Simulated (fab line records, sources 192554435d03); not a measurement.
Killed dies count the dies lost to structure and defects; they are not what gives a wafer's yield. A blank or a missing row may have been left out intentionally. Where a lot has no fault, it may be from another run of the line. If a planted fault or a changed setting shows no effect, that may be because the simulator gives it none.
Split-lot trial / flow n5 finfet / 21 wafers read across 7 lots, on a route 1938 steps long

SPLIT DETAILS
At N5_MIM_BOT_LITHO_EXPOSE_05 (exposes mask MIM BOT), the setting dose mj was moved away from the recipe's 24.25 on 5 of the 21 wafers read, by -3.2% to +6.7%. The other wafers ran this setting at the recipe's value.

FROM THE SPLIT TO THE READING: what the file shows between them, 3 steps
- N5_MIM_BOT_LITHO_PEB_06
- N5_MIM_BOT_LITHO_DEVELOP_07: develop time 60 s
- N5_MIM_BOT_LITHO_HARDBAKE_09: time 120 s

THE READING
Shown in nm: cd nm at N5_MIM_BOT_LITHO_CD_MEAS_08, with target cd 3000 nm. On this fab line, fault-free wafers typically give 3001.0 nm with a standard deviation of 1.8 nm.

wafer=L080.1; tool, chamber at the split=krf scanner-02, 0; dose mj as run=24.25; against the recipe=recipe; cd nm, nm=2998.3; against lot-mates on the recipe=-
wafer=L080.2; tool, chamber at the split=krf scanner-02, 0; dose mj as run=23.47; against the recipe=-3.2%; cd nm, nm=2992.7; against lot-mates on the recipe=-5.7
wafer=L080.4; tool, chamber at the split=krf scanner-02, 0; dose mj as run=24.25; against the recipe=recipe; cd nm, nm=2998.4; against lot-mates on the recipe=-
wafer=L089.1; tool, chamber at the split=krf scanner-01, 0; dose mj as run=25.73; against the recipe=+6.1%; cd nm, nm=3008.9; against lot-mates on the recipe=+10.1
wafer=L089.3; tool, chamber at the split=krf scanner-01, 0; dose mj as run=24.25; against the recipe=recipe; cd nm, nm=2999.5; against lot-mates on the recipe=-
wafer=L089.4; tool, chamber at the split=krf scanner-01, 0; dose mj as run=24.25; against the recipe=recipe; cd nm, nm=2998.1; against lot-mates on the recipe=-
wafer=L087.1; tool, chamber at the split=krf scanner-01, 0; dose mj as run=24.25; against the recipe=recipe; cd nm, nm=3000.6; against lot-mates on the recipe=-
wafer=L087.5; tool, chamber at the split=krf scanner-01, 0; dose mj as run=25.87; against the recipe=+6.7%; cd nm, nm=3010.8; against lot-mates on the recipe=+11.1
wafer=L087.6; tool, chamber at the split=krf scanner-01, 0; dose mj as run=24.25; against the recipe=recipe; cd nm, nm=2998.9; against lot-mates on the recipe=-
wafer=L093.1; tool, chamber at the split=krf scanner-01, 0; dose mj as run=24.25; against the recipe=recipe; cd nm, nm=2997.2; against lot-mates on the recipe=-
wafer=L093.2; tool, chamber at the split=krf scanner-01, 0; dose mj as run=24.25; against the recipe=recipe; cd nm, nm=2996.0; against lot-mates on the recipe=-
wafer=L093.5; tool, chamber at the split=krf scanner-01, 0; dose mj as run=24.25; against the recipe=recipe; cd nm, nm=2998.4; against lot-mates on the recipe=-
wafer=L091.1; tool, chamber at the split=krf scanner-02, 0; dose mj as run=24.25; against the recipe=recipe; cd nm, nm=3004.3; against lot-mates on the recipe=-
wafer=L091.3; tool, chamber at the split=krf scanner-02, 0; dose mj as run=24.25; against the recipe=recipe; cd nm, nm=3002.0; against lot-mates on the recipe=-
wafer=L091.5; tool, chamber at the split=krf scanner-02, 0; dose mj as run=24.25; against the recipe=recipe; cd nm, nm=3003.3; against lot-mates on the recipe=-
wafer=L092.3; tool, chamber at the split=krf scanner-02, 0; dose mj as run=24.25; against the recipe=recipe; cd nm, nm=3002.1; against lot-mates on the recipe=-
wafer=L092.4; tool, chamber at the split=krf scanner-02, 0; dose mj as run=24.25; against the recipe=recipe; cd nm, nm=3001.2; against lot-mates on the recipe=-
wafer=L092.5; tool, chamber at the split=krf scanner-02, 0; dose mj as run=24.25; against the recipe=recipe; cd nm, nm=3000.2; against lot-mates on the recipe=-
wafer=L095.2; tool, chamber at the split=krf scanner-02, 0; dose mj as run=25.06; against the recipe=+3.3%; cd nm, nm=3005.0; against lot-mates on the recipe=+4.3
wafer=L095.3; tool, chamber at the split=krf scanner-02, 0; dose mj as run=24.25; against the recipe=recipe; cd nm, nm=3000.7; against lot-mates on the recipe=-
wafer=L095.6; tool, chamber at the split=krf scanner-02, 0; dose mj as run=25.06; against the recipe=+3.3%; cd nm, nm=3007.1; against lot-mates on the recipe=+6.4

FIT RESULTS
A straight line over all 21 wafers: cd nm changes by +1.69 nm for each +1% of dose mj; r = +0.88; the points scatter about the line by 2.1 nm.
The same after taking each lot's own level away (the mean of its wafers on the recipe; 21 wafers): +1.66 nm for each +1%; r = +0.98; scatter 0.8 nm.
The reading moves by 11 nm for the largest change in dose mj, on that fit.
Across the lots, their own levels run from 2997.20 to 3003.20 nm, a range of 3.3 times the standard deviation given above.
So the lot-to-lot level changes the slope little: the two slopes agree.
Check: with one of the wafers moved furthest among these (+6.7%) left out of the fit, the line predicts +11 nm for it against its lot-mates. Against them it came out at +11.1 nm.

THE FILE'S OWN FIT
cd nm changes by +1.66 nm for each +1% of dose mj, r = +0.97.
